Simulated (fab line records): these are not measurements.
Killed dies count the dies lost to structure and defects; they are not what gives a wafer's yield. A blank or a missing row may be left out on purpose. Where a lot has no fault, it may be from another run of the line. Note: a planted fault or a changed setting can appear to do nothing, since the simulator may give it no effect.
Chamber matching    flow n5Finfet    4 sister chambers for N5_BEOL_M3_STRIP_66 on rieDiel-03
The step strips in CF4. 20 wafers are shown with their chamber, then 10 later ones without.

== WAFERS, EACH WITH ITS CHAMBER ==
wafer   chamber  drypumpMotorCurrentA (A)  throttleValvePct (%)  showerheadPlenumPTorr (Torr)
L076.1  3        5.80                      13.72                 1.69
L076.3  0        6.26                      13.81                 1.78
L076.5  1        5.54                      13.76                 1.74
L078.1  0        6.29                      13.81                 1.78
L078.3  1        5.56                      13.78                 1.74
L078.5  3        5.78                      13.69                 1.69
L084.1  0        6.27                      13.85                 1.78
L084.2  1        5.57                      13.80                 1.74
L084.3  3        5.82                      13.14                 1.89
L085.2  1        5.58                      13.80                 1.73
L085.3  3        5.78                      13.14                 1.89
L085.6  1        5.59                      13.79                 1.73
L086.3  3        5.77                      13.15                 1.89
L086.4  0        6.29                      13.86                 1.78
L086.6  0        6.27                      13.88                 1.78
L087.1  1        5.57                      13.81                 1.73
L087.2  2        5.70                      13.75                 1.86
L087.5  1        5.58                      13.81                 1.73
L089.1  1        5.57                      13.81                 1.73
L089.3  2        5.72                      13.75                 1.86

SIGNATURES (averages over the wafers above)
reading                chamber 0  chamber 1  chamber 2  chamber 3  scatter within a chamber
drypumpMotorCurrentA   6.2760     5.5700     5.7100     5.7900     0.016
throttleValvePct       13.8420    13.7950    13.7500    13.3680    0.155
showerheadPlenumPTorr  1.7800     1.7337     1.8600     1.8100     0.0549
Rule: a wafer lies at a distance from a chamber equal to the root of the sum of squares, over the readings, of (its reading less the chamber's mean, divided by the reading's scatter). The wafer belongs to the nearest chamber; if the next one is less than 2 further off, it can't be placed. The scatter: take each reading less its chamber's mean, square it, sum over the shown wafers, divide by the number of wafers less the number of chambers, and take the root.

== WAFERS WITHOUT THEIR CHAMBER ==
wafer   drypumpMotorCurrentA (A)  throttleValvePct (%)  showerheadPlenumPTorr (Torr)
L089.4  6.25                      13.85                 1.78
L093.1  6.25                      13.91                 1.77
L093.3  5.78                      13.19                 1.89
L093.4  5.59                      13.85                 1.73
L094.2  5.67                      13.78                 1.85
L094.3  5.78                      13.20                 1.89
L094.6  5.69                      13.80                 1.85
L097.2  5.82                      13.18                 1.89
L097.4  6.25                      13.89                 1.77
L097.5  6.29                      13.92                 1.77

== CHAMBER TAKEN BY EACH ==
wafer   from the rows above  in truth
L089.4  0                    0
L093.1  0                    0
L093.3  3                    3
L093.4  1                    1
L094.2  2                    2
L094.3  3                    3
L094.6  2                    2
L097.2  3                    3
L097.4  0                    0
L097.5  0                    0
10 of 10 placed correctly. Number that these rows cannot place: 0. Wrongly placed: 0.
